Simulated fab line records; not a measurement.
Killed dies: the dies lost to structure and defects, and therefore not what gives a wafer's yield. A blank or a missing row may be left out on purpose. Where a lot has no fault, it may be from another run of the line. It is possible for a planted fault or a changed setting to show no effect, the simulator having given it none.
A lot that was struck, set against a sound lot | flow n5_finfet | 16 out of 1938 route steps
Sound: the wafers L789.2, L789.4, L789.6. Struck: wafer L800.6 (L800.2, L800.3, from the same lot, were not struck and are left out); the cause is given at the end.
For every step that has rows: the tool of each side, followed by ch and its chambers, followed by its first start. Under that, the readings that differ: sound wafers | struck wafers | difference of the means | sigmas: that difference in standard deviations of wafers without a fault.
alike: same words and numbers on both sides, and readings whose means sit less than 2 such deviations apart. not compared: any withheld reading, any reading some wafer has no value for, any bound like >300 that may hide the same value, and any number with overlapping values for which the record gives no deviation.
Wherever a step has rows on one side only, a row that says differs or no value, or a row with sigmas, the two part there. Numbers that don't overlap but have no deviation are shown without sigmas and don't part them. Lack of a reading on every wafer of one side parts them only where that side has two or more wafers.

first, 7 steps without rows for these wafers: N5_HKMG_FIN_COAT_30 (time 60 s, resist thk 35 nm); N5_HKMG_FIN_COAT_06 (resist thk 90 nm); N5_HKMG_FIN_EBR_08; N5_HKMG_FIN_SOFTBAKE_07 (time 60 s); N5_HKMG_FIN_EXPOSE_09 (exposes mask NWFM); N5_HKMG_FIN_PEB_10 (peb time 60 s); N5_HKMG_FIN_DEVELOP_11 (develop time 30 s).
N5_HKMG_FIN_CD_MEAS_12 targets a cd of 92.8 nm.
  sound on cd_sem-02 ch 0, day 5 09:05; struck on cd_sem-03 ch 0, day 8 02:37
  alike: cd_nm
N5_HKMG_FIN_OVL_MEAS_13:
  sound on overlay-01 ch 0, day 5 09:07; struck on overlay-02 ch 0, day 8 02:39
  alike: NWFM_OVL
N5_HKMG_FIN_INSPECT_14: inspects for defects (macro).
  struck on defect_inspect-01, day 8 02:41; sound on defect_inspect-01, day 5 09:08
  alike: raw_defect_count
N5_HKMG_FIN_DESCUM_17: chemistry O2, time 7.9 s.
  sound on rie_diel-02 ch 0,1, day 5 09:20; struck on rie_diel-06 ch 2, day 8 02:43
  alike: chamber_pressure_mTorr, drypump_motor_current_A, oes_product_au, rf_fwd_power_W, rf_vpp_V, showerhead_plenum_p_Torr, temp_c, throttle_valve_pct
  not compared: rf_hours_counter_h
N5_HKMG_FIN_ETCH_31: etches SiARC in CF4, target depth 45.5 nm, time 75.8 s.
  sound on rie_diel-02 ch 0,1, day 5 09:22; struck on rie_diel-06 ch 2, day 8 02:44
  reading            | sound               | struck | difference | sigmas
  mfc_ar_sccm (sccm) | 99.95 100.27 100.23 | 99.58  | -0.57      | -2
  rf_fwd_power_W (W) | 543.8 543.0 539.6   | 536.1  | -6.0       | -3
  alike: bias_w, chamber_pressure_mTorr, drypump_motor_current_A, etch_rf_on_time_s, oes_product_au, rf_vpp_V, showerhead_plenum_p_Torr, throttle_valve_pct
  not compared: rf_hours_counter_h
N5_HKMG_FIN_ETCH_32: etches SOC in N2/H2, target depth 240 nm, time 300 s.
  sound on rie_diel-02 ch 0,1, day 5 09:25; struck on rie_diel-06 ch 2, day 8 02:48
  reading                         | sound             | struck | difference | sigmas
  h2_flow_sccm (sccm)             | 200.8 200.2 199.3 | 179.2  | -20.9      | -34
  rf_fwd_power_W (W)              | 837.2 834.7 837.3 | 843.2  | +6.8       | +3
  showerhead_plenum_p_Torr (Torr) | 2.59 2.59 2.61    | 2.43   | -0.17      | -3
  alike: bias_w, chamber_pressure_mTorr, drypump_motor_current_A, oes_product_au, rf_vpp_V, temp_c, throttle_valve_pct
  not compared: rf_hours_counter_h
then, 1 step without rows for these wafers: N5_HKMG_FIN_STRIP_33 (strips in N2/H2).
-- the record jumps here: 4 days lie between the struck wafers' starts before and after (it left off in module HKMG_FIN and takes up again in module BEOL_M4, whose first step shown is number 1111 of the route) --
N5_BEOL_M4_RC_MEAS_101:
  sound on prober-01 ch 0, day 9 07:13; struck on prober-02 ch 0, day 12 03:19
  alike: DIBL_N, DIBL_P, IOFF_N, IOFF_P, ION_N, ION_P, SS_N, SS_P, VT_N, VT_P
-- here the record skips 5 days between the struck wafers' starts before and after, leaving off in module BEOL_M4 and picking up in module PASSIVATION (first step shown: number 1936 of the route) --
N5_PASSIVATION_PROBE_49:
  struck on prober-02, day 16 16:32; sound on prober-02, day 14 05:26
  reading             | sound    | struck | difference | sigmas
  killed_at_M0_to_M3  | 23 25 35 | 51     | +23        | +2
  killed_at_front_end | 63 57 43 | 28     | -26        | -2
  alike: defect_limited_yield, killed_at_M4_up, killed_at_contacts, killed_at_other, killed_dies, killed_open, killed_short, sort_bin_5_function, sort_bin_6_memory, sort_n_pass, sort_yield_pct

== WHERE THEY PART ==
First at N5_HKMG_FIN_ETCH_31; last, within this record, at N5_PASSIVATION_PROBE_49.

WHY: what the simulator had put in
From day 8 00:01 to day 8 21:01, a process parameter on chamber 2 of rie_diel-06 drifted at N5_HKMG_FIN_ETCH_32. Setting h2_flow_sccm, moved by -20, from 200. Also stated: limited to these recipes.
